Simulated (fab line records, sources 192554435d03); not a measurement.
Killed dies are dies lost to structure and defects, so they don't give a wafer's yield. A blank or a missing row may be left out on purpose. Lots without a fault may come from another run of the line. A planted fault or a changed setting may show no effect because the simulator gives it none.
fab line records | flow n5_finfet
record lots=8 wafers=24 last_day=18
route steps=1938 shown DUMMY_GATE@250 SPACER0@259 SD_EPI_N@270 SD_EPI_P@320 BEOL_M4@1111 PASSIVATION@1936
lots that met no fault: from a run of the same line without faults
start_h: hours from the record's first day to the start of the lot's first wafer shown | wait_h: hours since the lot's step before | " the same as in the row above | L1.1+2: a row that stands for several wafers | - no value, or no start given | * or withheld: withheld | < > ~ a bound
route shown NAME@n: a module of which the file shows steps, and the number in the route of the first | usual: mean/standard deviation of fault-free wafers | same: alike in all rows | chamber/n: place in a boat | sites: the reading at each site | _std_site: their standard deviation | _edge_site: outer sites' mean less inner sites' | radius_mm: how far each site lies from the wafer's centre | mask NAME#n: copy n | behind: the tool/chamber that last shaped the wafer | hold: why the lot was held/for how many hours/how that ended | device: the transistor (n, p or np) that didn't switch | end of line: the same wafers' tests at the end of the route | a step without rows: its recipe alone | killed: dies lost to structure and defects at the first sort, not the wafer's yield | map: a wafer's dies, x killed, . not, _ none there
set.NAME: the setting as run; set.NAME@STEP: as run at that earlier step | model.NAME: the simulator's own value behind a step, which no gauge read
steps of the route over a sample of lots; a table a step, a row a wafer
services: from which hour (start_h, from the record's first day; less than 0 if before it) a tool's chamber was out of use, for how many hours, and why
## steps
# step N5_DUMMY_GATE_ETCH_42
# recipe chemistry=CHF3/O2 target=SiO2 target_depth_a=35 time_s=31 ion_energy_ev=30 bias_w=12 pressure_mtorr=30 source_w=600 Ar_flow_sccm=200 CHF3_flow_sccm=50 O2_flow_sccm=5
# usual drypump_motor_current_A=5.5/0.35 oes_product_au=0.78/0.093 rf_vpp_V=42.5/0.79 showerhead_plenum_p_Torr=2.42/0.088 throttle_valve_pct=18.75/0.19
# columns lot.wafer tool chamber start_h wait_h drypump_motor_current_A oes_product_au rf_hours_counter_h rf_vpp_V showerhead_plenum_p_Torr throttle_valve_pct
L568.2 rie_diel-04 3 60.17 0.0 5.2 0.69 224 42.7 2.29 18.71
L568.3 " 1 " " 5.2 0.92 30 42.2 2.36 18.84
L568.4 " 0 " " 5.0 0.75 164 41.9 2.49 18.72
L570.1 rie_diel-04 2 75.72 0.0 5.5 0.79 137 42.3 2.51 18.69
L570.2 " 1 " " 5.2 0.92 35 42.6 2.36 18.85
L570.5 " 1 " " 5.3 0.91 - 41.8 2.36 18.87
L573.1 rie_diel-02 3 91.98 0.0 5.9 0.73 185 41.8 2.49 18.84
L573.3 " 0 " " 5.8 0.73 185 43.2 2.50 18.90
L573.6 " 0 " " 5.8 0.72 - 41.4 2.50 18.92
L579.1 rie_diel-04 2 126.52 0.0 5.5 0.78 153 42.7 2.50 18.74
L579.2 " 3 " " 5.2 0.67 245 43.5 2.28 18.75
L579.5 " 0 " " 4.9 0.74 - 42.7 2.48 18.75
L580.2 rie_diel-02 0 133.45 0.2 5.8 0.73 200 42.3 2.49 18.92
L580.4 " 0 " " 5.8 0.73 - 42.3 2.49 18.92
L580.5 " 3 " " 5.9 0.72 - 41.1 2.49 18.85
L586.1 rie_diel-04 2 168.57 0.0 5.4 0.77 157 42.0 2.50 18.74
L586.2 " 0 " " 5.0 0.74 189 41.4 2.48 18.75
L586.6 " 0 " " 4.9 0.73 - 43.0 2.48 18.75
L587.2 rie_diel-02 2 176.30 0.1 6.0 0.74 162 42.8 2.32 18.77
L587.3 " 1 " " 5.7 0.97 14 42.1 2.57 18.60
L587.5 " 3 " " 5.9 0.71 - 42.7 2.48 18.90
L588.1 rie_diel-01 3 182.30 0.0 5.3 0.66 250 42.7 2.37 18.87
L588.2 " 0 " " 5.9 0.84 68 42.3 2.44 18.38
L588.4 " 2 " " 5.4 0.86 43 43.4 2.36 18.36
# step N5_DUMMY_GATE_STRIP_48
# recipe chemistry=N2/H2 time_s=20 power_w=100 temp_c=40 pressure_mtorr=100 rf_frequency_hz=6e+07 bias_power_w=3 n2_flow_sccm=300 h2_flow_sccm=300
# usual drypump_motor_current_A=5.5/0.35 oes_product_au=0.78/0.093 rf_vpp_V=45.2/0.86 showerhead_plenum_p_Torr=3.39/0.12 throttle_valve_pct=12.20/0.25
# columns lot.wafer tool chamber start_h wait_h drypump_motor_current_A oes_product_au rf_hours_counter_h rf_vpp_V showerhead_plenum_p_Torr throttle_valve_pct
L568.2 rie_diel-04 3 60.22 0.0 5.2 0.69 224 46.3 3.21 12.29
L568.3 " 1 " " 5.2 0.91 30 45.0 3.30 12.12
L568.4 " 0 " " 4.9 0.75 164 44.7 3.52 12.24
L570.1 rie_diel-04 2 75.77 0.0 5.5 0.78 137 44.2 3.53 12.13
L570.2 " 1 " " 5.2 0.90 35 45.9 3.30 12.13
L570.5 " 1 " " 5.2 0.90 - 46.3 3.30 12.13
L573.1 rie_diel-02 3 92.03 0.0 5.9 0.73 185 45.9 3.48 12.33
L573.3 " 0 " " 5.8 0.73 185 45.1 3.48 12.38
L573.6 " 0 " " 5.9 0.74 - 43.9 3.48 12.40
L579.1 rie_diel-04 2 126.57 0.0 5.5 0.77 153 45.9 3.52 12.18
L579.2 " 3 " " 5.2 0.67 245 45.4 3.20 12.34
L579.5 " 0 " " 5.0 0.73 - 45.7 3.51 12.27
L580.2 rie_diel-02 0 133.49 0.0 5.8 0.73 200 46.2 3.47 12.42
L580.4 " 0 " " 5.8 0.71 - 45.8 3.47 12.42
L580.5 " 3 " " 5.9 0.72 - 46.1 3.48 12.36
L586.1 rie_diel-04 2 168.62 0.0 5.5 0.77 157 46.3 3.51 12.21
L586.2 " 0 " " 4.9 0.72 189 45.5 3.50 12.29
L586.6 " 0 " " 4.9 0.73 - 45.7 3.50 12.29
L587.2 rie_diel-02 2 176.34 0.0 6.0 0.74 162 45.9 3.25 12.33
L587.3 " 1 " " 5.7 0.96 14 44.8 3.58 11.77
L587.5 " 3 " " 5.9 0.71 - 45.3 3.47 12.42
L588.1 rie_diel-01 3 182.34 0.0 5.3 0.66 250 45.4 3.32 12.40
L588.2 " 0 " " 5.9 0.82 68 44.9 3.42 11.81
L588.4 " 2 " " 5.4 0.86 43 45.9 3.30 11.72
# step N5_SPACER0_ALD_00
# recipe material=SiOCN target_thk_a=35 temp_c=400 ald_precursor_family=alkyl-aminosilane ald_co_reactant=O2/N2-plasma pulse_time_s=3 purge_time_s=2 co_reactant_purge_time_s=2 ald_cycles=58 pressure_torr=2
# usual ald_cycles=58/0 chamber_pressure_Torr=2.000/0.0041 heater_power_outer_w=551/61 heater_power_w=879/94 precursor_pulse_height_rel=0.999/0.022 susceptor_temp_C=400.01/0.23
# columns lot.wafer tool chamber start_h wait_h ald_cycles chamber_pressure_Torr heater_power_outer_w heater_power_w precursor_pulse_height_rel susceptor_temp_C
L568.2 ald_sin-04 2 60.59 0.1 58 1.994 578 963 1.004 400.34
L568.3 " 3 " " 58 2.004 577 878 0.981 400.17
L568.4 " 0 " " 58 1.999 566 872 1.002 400.13
L570.1 ald_sin-03 0 77.01 0.1 58 1.989 551 900 0.974 400.27
L570.2 " 1 " " 58 2.000 500 871 1.000 399.89
L570.5 " 0 " " 58 2.001 556 918 1.009 400.01
L573.1 ald_sin-03 3 93.33 0.1 58 2.006 475 709 0.988 399.81
L573.3 " 0 " " 58 2.003 560 894 1.031 399.82
L573.6 " 0 " " 58 1.999 555 922 1.003 399.55
L579.1 ald_sin-03 0 126.96 0.1 74 1.996 542 907 0.970 399.77
L579.2 " 2 " " 74 2.006 530 834 1.003 399.98
L579.5 " 3 " " 74 2.002 470 710 0.993 400.14
L580.2 ald_sin-03 3 133.87 0.1 74 1.991 465 712 1.013 400.28
L580.4 " 1 " " 74 1.999 511 846 1.013 400.00
L580.5 " 2 " " 74 1.993 531 819 1.011 400.25
L586.1 ald_sin-02 2 169.00 0.1 58 2.002 603 910 0.976 400.08
L586.2 " 3 " " 58 2.002 559 863 1.019 400.12
L586.6 " 2 " " 58 2.004 603 901 1.014 400.25
L587.2 ald_sin-04 1 177.04 0.1 58 1.999 436 753 1.001 399.79
L587.3 " 3 " " 58 2.000 576 866 0.975 399.72
L587.5 " 3 " " 58 2.002 583 872 1.013 399.75
L588.1 ald_sin-02 0 182.72 0.1 58 1.996 694 1104 0.994 399.79
L588.2 " 3 " " 58 1.998 541 879 0.976 400.32
L588.4 " 2 " " 58 1.995 597 884 0.978 400.01
# step N5_SD_EPI_N_CD_MEAS_09
# recipe target_cd_nm=120 landing_energy_ev=500 detector=se_inlens
# usual cd_nm=119.7/0.58
# columns lot.wafer tool chamber start_h wait_h cd_nm
L568.2 cd_sem-01 0 61.28 - 119.8
L568.3 " 0 " " 119.7
L568.4 " 0 " " 119.5
L570.1 cd_sem-02 0 77.83 - 120.0
L570.2 " 0 " " 120.3
L570.5 " 0 " " 119.4
L573.1 cd_sem-01 0 94.14 - 120.0
L573.3 " 0 " " 120.2
L573.6 " 0 " " 119.6
L579.1 cd_sem-01 0 127.77 - 119.8
L579.2 " 0 " " 120.0
L579.5 " 0 " " 120.0
L580.2 cd_sem-02 0 134.56 - 119.6
L580.4 " 0 " " 119.6
L580.5 " 0 " " 120.1
L586.1 cd_sem-02 0 169.81 - 120.0
L586.2 " 0 " " 121.0
L586.6 " 0 " " 120.0
L587.2 cd_sem-01 0 177.86 - 119.2
L587.3 " 0 " " 119.1
L587.5 " 0 " " 119.3
L588.1 cd_sem-02 0 183.53 - 120.1
L588.2 " 0 " " 121.1
L588.4 " 0 " " 120.8
# step N5_SD_EPI_P_VAPOR_ETCH_44
# recipe chemistry=NF3/Ar target=SiGe30 temp_c=25 time_s=3.3 mode=isotropic
# usual susceptor_temp_C=25.02/0.096
# columns lot.wafer tool chamber start_h wait_h susceptor_temp_C
L568.2 epi_rpcvd-02 0 67.06 0.1 25.01
L568.3 " 0 " " 24.91
L568.4 " 0 " " 24.87
L570.1 epi_rpcvd-02 0 86.62 0.1 24.96
L570.2 " 0 " " 25.25
L570.5 " 0 " " 25.13
L573.1 epi_rpcvd-02 0 101.20 0.1 24.83
L573.3 " 0 " " 24.97
L573.6 " 0 " " 25.04
L579.1 epi_rpcvd-02 0 134.92 0.1 24.98
L579.2 " 0 " " 24.90
L579.5 " 0 " " 24.93
L580.2 epi_rpcvd-02 0 141.70 0.1 24.98
L580.4 " 0 " " 25.05
L580.5 " 0 " " 24.91
L586.1 epi_rpcvd-04 0 176.44 0.1 25.04
L586.2 " 0 " " 25.10
L586.6 " 0 " " 25.04
L587.2 epi_rpcvd-01 0 185.36 0.1 25.19
L587.3 " 0 " " 24.93
L587.5 " 0 " " 24.98
L588.1 epi_rpcvd-01 0 189.55 0.1 24.86
L588.2 " 0 " " 25.19
L588.4 " 0 " " 25.11
# step N5_BEOL_M4_RC_MEAS_101
# usual DIBL_N=35.9/1.3 DIBL_P=36.3/1.5 IOFF_N=0.153/0.023 IOFF_P=0.208/0.028 ION_N=672/9.7 ION_P=462/6.6 REXT_N=75.3/1.4 SS_N=71.5/0.53 SS_P=73.3/0.59 VT_N=250.4/2.7 VT_P=-250.5/3
# columns lot.wafer tool chamber start_h wait_h DIBL_N[mV/V] DIBL_P[mV/V] IOFF_N[nA/um] IOFF_P[nA/um] ION_N[uA/um] ION_P[uA/um] REXT_N[ohm.um] SS_N[mV/dec] SS_P[mV/dec] VT_N[mV] VT_P[mV]
L568.2 prober-02 0 194.10 0.2 34.1 36.7 0.150 0.207 674 467 77.8 71.5 73.5 247.2 -250.3
L568.3 " 0 " " 33.4 36.1 0.139 0.206 665 463 78.8 71.5 73.4 248.8 -250.9
L568.4 " 0 " " 34.4 36.6 0.148 0.195 664 455 78.5 71.6 73.8 246.3 -252.2
L570.1 prober-02 0 203.83 0.0 35.4 35.4 0.143 0.196 674 466 73.8 71.4 72.8 250.7 -251.0
L570.2 " 0 " " 35.8 35.4 0.147 0.200 677 456 73.4 70.9 72.8 249.8 -250.4
L570.5 " 0 " " 35.4 35.4 0.144 0.190 669 460 73.4 71.3 72.3 251.7 -251.9
L573.1 prober-01 0 225.15 0.0 37.4 38.0 0.171 0.221 674 466 75.6 72.1 74.5 248.5 -248.4
L573.3 " 0 " " 37.9 38.7 0.185 0.240 677 466 75.2 70.7 74.4 249.1 -250.1
L573.6 " 0 " " 38.0 39.7 0.196 0.259 682 477 75.4 72.0 74.4 246.2 -249.4
L580.2 prober-02 0 268.63 0.2 32.0 38.5 0.116 0.288 650 482 85.2 70.9 74.1 250.3 -244.9
L580.4 " 0 " " 33.4 39.6 0.126 0.301 628 470 86.5 72.1 74.6 253.2 -244.2
L580.5 " 0 " " 32.5 38.3 0.113 0.290 640 475 85.6 71.2 73.8 253.1 -243.0
L579.1 prober-02 0 274.79 0.0 30.4 35.9 0.077 0.200 621 456 86.1 70.1 72.8 259.9 -248.3
L579.2 " 0 " " 32.0 37.8 0.089 0.235 621 462 87.2 70.9 73.3 258.9 -248.9
L579.5 " 0 " " 33.2 39.1 0.100 0.258 630 466 87.2 70.9 73.7 257.9 -249.0
L586.1 prober-01 0 309.20 0.0 35.8 38.0 0.168 0.216 673 462 74.7 71.5 73.4 249.3 -252.6
L586.2 " 0 " " 32.8 34.6 0.121 0.176 669 460 75.6 71.3 72.8 251.3 -253.5
L586.6 " 0 " " 34.9 37.1 0.152 0.203 685 474 74.2 71.5 73.5 252.4 -249.4
L587.2 prober-02 0 313.32 0.2 37.1 38.5 0.190 0.239 690 472 77.4 71.4 74.4 247.0 -248.6
L587.3 " 0 " " 36.4 37.5 0.170 0.215 691 468 76.1 71.4 74.6 248.6 -250.0
L587.5 " 0 " " 36.6 37.4 0.165 0.209 679 462 75.9 71.7 73.0 249.0 -248.8
L588.1 prober-02 0 316.46 0.0 34.8 35.7 0.130 0.177 667 465 75.5 71.1 73.4 252.7 -253.0
L588.2 " 0 " " 35.1 36.5 0.138 0.189 674 461 74.2 71.4 72.4 252.6 -253.8
L588.4 " 0 " " 36.2 37.1 0.155 0.208 671 459 74.5 71.0 73.0 252.4 -251.6
# step N5_PASSIVATION_PROBE_49
# usual defect_limited_yield=91.1/1.5 killed_at_M0_to_M3=35/9.5 killed_at_M4_up=13/5.2 killed_at_contacts=12/6.1 killed_at_front_end=41/14 killed_at_other=3.8/2.9 killed_dies=105/17 killed_open=70/13 killed_short=33/8.4 sort_bin_5_function=5.1/0.97 sort_bin_6_memory=3.4/0.69 sort_bin_8_speed=0.00/0.007 sort_n_pass=1075/17 sort_yield_pct=91.1/1.5
# same gross_dies=1180 killed_at_back_side=0 sort_bin_4_leakage[%]=0
# columns lot.wafer tool chamber start_h wait_h defect_limited_yield[%] killed_at_M0_to_M3 killed_at_M4_up killed_at_contacts killed_at_front_end killed_at_other killed_dies killed_open killed_short sort_bin_5_function[%] sort_bin_6_memory[%] sort_bin_8_speed[%] sort_n_pass sort_yield_pct[%]
L570.1 prober-01 - 316.04 0.0 92.6 28 17 2 35 5 87 52 34 4.1 3.1 0 1093 92.6
L570.2 prober-01 - 316.09 0.1 91.4 39 12 13 28 10 102 71 29 5.2 3.2 0 1078 91.4
L570.5 prober-01 - 316.24 0.2 89.7 41 17 14 34 15 121 79 40 6.1 3.4 0 1059 89.7
L580.2 prober-01 - 369.49 0.1 91.3 22 19 11 51 0 103 71 28 4.9 3.4 0.25 1074 91.0
L580.4 prober-01 - 369.59 0.2 91.2 37 24 3 38 2 104 74 29 5.3 3.2 7.88 983 83.3
L580.5 prober-01 - 369.64 0.2 91.9 18 14 12 43 8 95 61 32 4.9 3.1 1.61 1066 90.3
L579.1 prober-01 - 373.97 0.0 89.4 30 14 20 54 7 125 81 42 6.0 4.0 33.90 655 55.5
L579.2 prober-01 - 374.02 0.1 90.5 35 11 8 52 6 112 73 38 4.6 4.7 31.95 691 58.6
L579.5 prober-01 - 374.17 0.2 90.1 37 17 14 49 0 117 84 30 6.1 3.5 13.81 900 76.3
L587.5 prober-01 - 416.99 0.2 92.7 32 7 11 25 11 86 53 30 4.3 2.7 0 1094 92.7
L586.1 prober-01 - 417.66 0.0 92.4 38 21 8 22 1 90 57 30 4.7 2.8 0 1090 92.4
# killed by level:class
L570.1 FIN_SAQP:geometric_particle:open=12 FIN_SAQP:geometric_particle:short=9 BEOL_M4:geometric_particle:open=7 BEOL_M1:geometric_particle:open=6 BEOL_M0_SAQP:geometric_particle:short=5 BEOL_M3:geometric_particle:short=5 BEOL_M3:geometric_particle:open=5 BEOL_M4:geometric_particle:short=4
L570.2 MOL_CONTACT_COAG:geometric_particle:open=11 FIN_SAQP:geometric_particle:open=8 BEOL_M0_SAQP:geometric_particle:open=8 BEOL_M3:geometric_particle:open=7 STI_FIN_REVEAL:geometric_particle:open=5 BEOL_M4:geometric_particle:open=5 STARTING-WAFER:geometric_particle:open=5 DUMMY_GATE:geometric_particle:open=4
L570.5 BEOL_M1:geometric_particle:open=13 FIN_SAQP:geometric_particle:open=9 MOL_CONTACT_COAG:geometric_particle:open=9 MIM_TOP:geometric_particle:short=7 DUMMY_GATE:geometric_particle:open=6 BEOL_M2:geometric_particle:open=6 STI_FIN_REVEAL:geometric_particle:open=5 MOL_CONTACT_COAG:geometric_particle:short=5
L580.2 FIN_SAQP:geometric_particle:open=23 MOL_CONTACT_COAG:geometric_particle:open=10 FIN_SAQP:geometric_particle:short=9 BEOL_M4:geometric_particle:open=8 BEOL_M6:geometric_particle:open=5 BEOL_M0_SAQP:geometric_particle:short=5 BEOL_M0_SAQP:geometric_particle:open=5 BEOL_M3:geometric_particle:open=4
L580.4 BEOL_M4:geometric_particle:open=11 STI_FIN_REVEAL:geometric_particle:open=8 BEOL_M0_SAQP:geometric_particle:open=8 BEOL_M3:geometric_particle:open=8 FIN_SAQP:geometric_particle:open=6 BEOL_M0_SAQP:geometric_particle:short=6 BEOL_M3:geometric_particle:short=6 STARTING-WAFER:geometric_particle:short=6
L580.5 DUMMY_GATE:geometric_particle:open=10 FIN_SAQP:geometric_particle:open=9 MOL_CONTACT_COAG:geometric_particle:open=8 STI_FIN_REVEAL:geometric_particle:open=7 BEOL_M0_SAQP:geometric_particle:short=7 BEOL_M4:geometric_particle:open=5 GATE_CUT:geometric_particle:short=4 MOL_CONTACT_COAG:geometric_particle:short=4
L579.1 MOL_CONTACT_COAG:geometric_particle:open=16 GATE_CUT:geometric_particle:short=13 BEOL_M3:geometric_particle:open=11 STI_FIN_REVEAL:geometric_particle:open=8 GATE_CUT:geometric_particle:open=8 DUMMY_GATE:geometric_particle:open=6 BEOL_M3:geometric_particle:short=6 ILD0:geometric_particle:open=4
L579.2 BEOL_M3:geometric_particle:open=17 GATE_CUT:geometric_particle:open=10 GATE_CUT:geometric_particle:short=10 DUMMY_GATE:geometric_particle:open=8 FIN_SAQP:geometric_particle:open=7 FIN_SAQP:geometric_particle:short=6 MOL_CONTACT_COAG:geometric_particle:open=5 BEOL_M0_SAQP:geometric_particle:open=5
L579.5 MOL_CONTACT_COAG:geometric_particle:open=11 STI_FIN_REVEAL:geometric_particle:open=11 BEOL_M3:geometric_particle:open=11 FIN_SAQP:geometric_particle:short=9 BEOL_M0:geometric_particle:open=8 FIN_SAQP:geometric_particle:open=7 GATE_CUT:geometric_particle:open=7 BEOL_M3:geometric_particle:short=6
L587.5 MOL_CONTACT_COAG:geometric_particle:open=9 DUMMY_GATE:geometric_particle:open=8 BEOL_M1:geometric_particle:open=6 STI_FIN_REVEAL:geometric_particle:open=5 BEOL_M0_SAQP:geometric_particle:open=5 BEOL_M0:geometric_particle:short=4 BEOL_M1:geometric_particle:short=4 MIM_BOT:geometric_particle:open=3
L586.1 BEOL_M3:geometric_particle:open=10 BEOL_M4:geometric_particle:open=7 BEOL_M0_SAQP:geometric_particle:open=7 MOL_CONTACT_COAG:geometric_particle:open=6 BEOL_M0_SAQP:geometric_particle:short=6 GATE_CUT:geometric_particle:short=5 STARTING-WAFER:geometric_particle:open=5 STI_FIN_REVEAL:geometric_particle:open=4
## services
# columns tool chamber start_h hours kind
ald_sin-02 - 42.57 14.6 pm
ald_sin-04 1 48.07 2.6 repair
rie_diel-04 0 49.89 8.4 repair
rie_diel-02 1 50.78 2.9 repair
ald_sin-04 1 59.57 6.5 repair
ald_sin-02 - 78.45 1.6 repair
ald_sin-03 - 83.95 6.1 pm
ald_sin-02 - 85.25 14.0 pm
rie_diel-01 1 93.05 9.4 repair
rie_diel-02 - 94.98 2.8 pm
rie_diel-02 3 98.87 7.9 repair
epi_rpcvd-01 - 116.06 14.6 pm
ald_sin-04 3 121.37 8.2 repair
rie_diel-02 1 122.31 - clean
rie_diel-04 - 128.58 28.1 pm
epi_rpcvd-01 - 130.66 2.8 pm
ald_sin-04 0 133.24 22.3 repair
rie_diel-04 3 170.75 - clean
rie_diel-04 3 170.75 - consumable_replace:focus_ring
rie_diel-04 3 170.75 - consumable_replace:showerhead
rie_diel-04 3 170.75 15.6 scheduled_down
rie_diel-04 3 170.75 15.6 vent_cycle
ald_sin-03 - 178.86 14.0 pm
epi_rpcvd-04 - 185.58 14.6 pm
## key
first_sign step=N5_SPACER0_ALD_00 reading=ald_cycles direction=up sigmas=99+ usual=* struck=*
effect step=N5_BEOL_M4_RC_MEAS_101 reading=REXT_N direction=up sigmas=8.1 usual=75.3 struck=86.3
effect step=N5_BEOL_M4_RC_MEAS_101 reading=ION_N direction=down sigmas=4.2 usual=672 struck=632
effect step=N5_BEOL_M4_RC_MEAS_101 reading=DIBL_N direction=down sigmas=2.8 usual=35.9 struck=32.3
effect step=N5_BEOL_M4_RC_MEAS_101 reading=IOFF_N direction=down sigmas=2.2 usual=0.153 struck=0.103 wafers_moved=5
effect step=N5_BEOL_M4_RC_MEAS_101 reading=IOFF_P direction=up sigmas=1.9 usual=0.208 struck=0.262 wafers_moved=3
effect step=N5_BEOL_M4_RC_MEAS_101 reading=VT_N direction=up sigmas=1.9 usual=250.4 struck=255.6
effect step=N5_PASSIVATION_PROBE_49 reading=sort_bin_8_speed direction=up sigmas=99+ usual=0.00 struck=14.90
met_at N5_SPACER0_ALD_00,N5_SD_EPI_P_VAPOR_ETCH_44
struck_lots L579,L580
not_acting_at N5_DUMMY_GATE_ETCH_42,N5_DUMMY_GATE_STRIP_48,N5_SD_EPI_N_CD_MEAS_09
onset_between 101.20 126.96
fault kind=process_parameter_drift tool=ald_sin-03 chamber=- onset_h=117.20 steps=N5_SPACER0_ALD_00 channel=ald_cycles offset=* shape=step end_h=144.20 acts_in=* stated=*
fault kind=process_parameter_drift tool=epi_rpcvd-02 chamber=- onset_h=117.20 steps=N5_SD_EPI_P_VAPOR_ETCH_44 channel=time_s offset=* shape=step end_h=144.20 acts_in=* stated=*
